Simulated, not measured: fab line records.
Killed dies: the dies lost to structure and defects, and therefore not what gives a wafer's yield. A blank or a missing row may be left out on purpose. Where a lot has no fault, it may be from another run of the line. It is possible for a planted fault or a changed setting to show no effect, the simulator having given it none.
What tool caused it? | flow nand-harc | 15 lots with 45 wafers sampled at 3 steps, on a route of 1302 steps

## WHAT THE GAUGES SHOWED, per wafer
NHARC_A_M1_INSPECT_27. Usual: 562 for raw-defect-count, sd 130.
lot  | measured     | on                | raw-defect-count | flag
L624 | day 23 11:32 | defect-inspect-02 | 720 596 635      |
L623 | day 23 15:22 | defect-inspect-02 | 582 527 872      |
L626 | day 24 08:52 | defect-inspect-01 | 577 378 523      |
L628 | day 25 09:38 | defect-inspect-02 | 661 613 511      |
L627 | day 25 10:32 | defect-inspect-01 | 673 711 700      |
L631 | day 26 13:29 | defect-inspect-01 | 725 756 551      |
L629 | day 27 07:14 | defect-inspect-02 | 546 540 657      |
L632 | day 27 18:23 | defect-inspect-02 | 594 587 650      |
L636 | day 29 12:59 | defect-inspect-01 | 670 453 389      |
L637 | day 29 23:58 | defect-inspect-02 | 618 726 646      |
L638 | day 30 02:39 | defect-inspect-01 | 430 765 652      |
L643 | day 31 15:53 | defect-inspect-02 | 436 390 432      |
L642 | day 31 16:03 | defect-inspect-02 | 400 564 552      |
L644 | day 32 08:56 | defect-inspect-01 | 925 779 758      |
L645 | day 32 12:49 | defect-inspect-01 | 562 474 407      |

NHARC_A_BONDPAD_OVL_MEAS_35. Usual: overlay-x-nm -4 nm, standard deviation 6.7; overlay-y-nm -1 nm, standard deviation 5.8.
lot  | measured     | on         | overlay-x-nm (nm) | overlay-y-nm (nm) | flag
L624 | day 23 13:25 | overlay-01 | -3 -3 -4          | -9 -9 -9          |
L623 | day 23 17:23 | overlay-01 | -8 -7 -7          | 6 6 6             |
L626 | day 24 10:46 | overlay-01 | 8 9 9             | -7 -7 -6          |
L628 | day 25 11:31 | overlay-01 | -5 -5 -5          | 2 1 1             |
L627 | day 25 12:37 | overlay-02 | -8 -7 -8          | -3 -4 -3          |
L631 | day 26 15:23 | overlay-02 | -8 -8 -9          | 0 0 1             |
L629 | day 27 09:20 | overlay-01 | -13 -13 -12       | -2 -2 -2          |
L632 | day 27 20:34 | overlay-02 | 0 0 0             | -3 -3 -3          |
L636 | day 29 14:59 | overlay-01 | -6 -6 -6          | 10 10 10          |
L637 | day 30 01:58 | overlay-02 | -3 -4 -3          | 2 2 3             |
L638 | day 30 04:39 | overlay-02 | 9 8 9             | -4 -4 -4          |
L643 | day 31 17:54 | overlay-01 | -6 -6 -6          | -7 -8 -8          |
L642 | day 31 18:04 | overlay-02 | -7 -6 -7          | -5 -4 -5          |
L644 | day 32 10:49 | overlay-02 | 3 3 3             | 3 2 2             |
L645 | day 32 14:50 | overlay-02 | 5 5 5             | 2 2 1             |

## TOOL THAT RAN EACH LOT (tool first, then ch and the chambers of the sampled wafers, then the start)
lot  | NHARC_A_BONDPAD_DEVELOP_08
L624 | litho-track-02 ch 0, day 23 13:00
L623 | litho-track-03 ch 0, day 23 17:00
L626 | litho-track-02 ch 0, day 24 10:00
L628 | litho-track-05 ch 0, day 25 11:00
L627 | litho-track-05 ch 0, day 25 12:00
L631 | litho-track-03 ch 0, day 26 15:00
L629 | litho-track-03 ch 0, day 27 09:00
L632 | litho-track-05 ch 0, day 27 20:00
L636 | litho-track-03, day 29 14:00
L637 | litho-track-02, day 30 01:00
L638 | litho-track-03, day 30 04:00
L643 | litho-track-05 ch 0, day 31 17:00
L642 | litho-track-05 ch 0, day 31 17:00
L644 | litho-track-05 ch 0, day 32 10:00
L645 | litho-track-05 ch 0, day 32 14:00
- NHARC_A_BONDPAD_DEVELOP_08: time 50 s.

## WHAT THE TOOLS THEMSELVES READ (means of the sampled wafers that have a number; where no wafer has one, the mark that the record gives instead)
NHARC_A_BONDPAD_DEVELOP_08. Usual: chill-plate-temp-C 22.98 C, standard deviation 0.12; developer-temp-C 22.00 C, standard deviation 0.11.
lot  | tool           | chill-plate-temp-C (C) | developer-temp-C (C) | flag
L624 | litho-track-02 | 23.05                  | 22.04                |
L623 | litho-track-03 | 22.84                  | 21.90                |
L626 | litho-track-02 | 23.04                  | 22.04                |
L628 | litho-track-05 | 22.98                  | 22.07                |
L627 | litho-track-05 | 22.93                  | 21.96                |
L631 | litho-track-03 | 22.85                  | 21.97                |
L629 | litho-track-03 | 23.06                  | 21.92                |
L632 | litho-track-05 | 23.03                  | 22.05                |
L636 | litho-track-03 | -                      | -                    | OFF
L637 | litho-track-02 | -                      | -                    | OFF
L638 | litho-track-03 | -                      | -                    | OFF
L643 | litho-track-05 | 22.73                  | 22.00                |
L642 | litho-track-05 | 23.03                  | 22.10                |
L644 | litho-track-05 | 23.10                  | 21.99                |
L645 | litho-track-05 | 22.82                  | 21.87                |

## THE ANSWER, worked out from the rows above alone
Rule: take the mean of a lot's wafers that have a number; if it is more than 3 standard deviations from the usual mean, the lot is off. Also off: a lot with no number at a reading for which 4 or more lots have one. The other lots that the step has rows for count as sound. Order of review: gauges by route order, followed by the tools' own readings, for which a lot's mean as printed above is used. At the first step where some lot is off, the reading lying furthest off is the one used; lots without a number count as furthest.
Off, at NHARC_A_BONDPAD_DEVELOP_08 on chill-plate-temp-C: L636, L637, L638. Without a number there: L636, L637, L638.
A tool fits if, at that step or a process step before it, it ran every lot that is off, and no sound lot after the first of them. Not one of the candidates tried fits.

## WHAT THE SIMULATOR HAD PUT IN
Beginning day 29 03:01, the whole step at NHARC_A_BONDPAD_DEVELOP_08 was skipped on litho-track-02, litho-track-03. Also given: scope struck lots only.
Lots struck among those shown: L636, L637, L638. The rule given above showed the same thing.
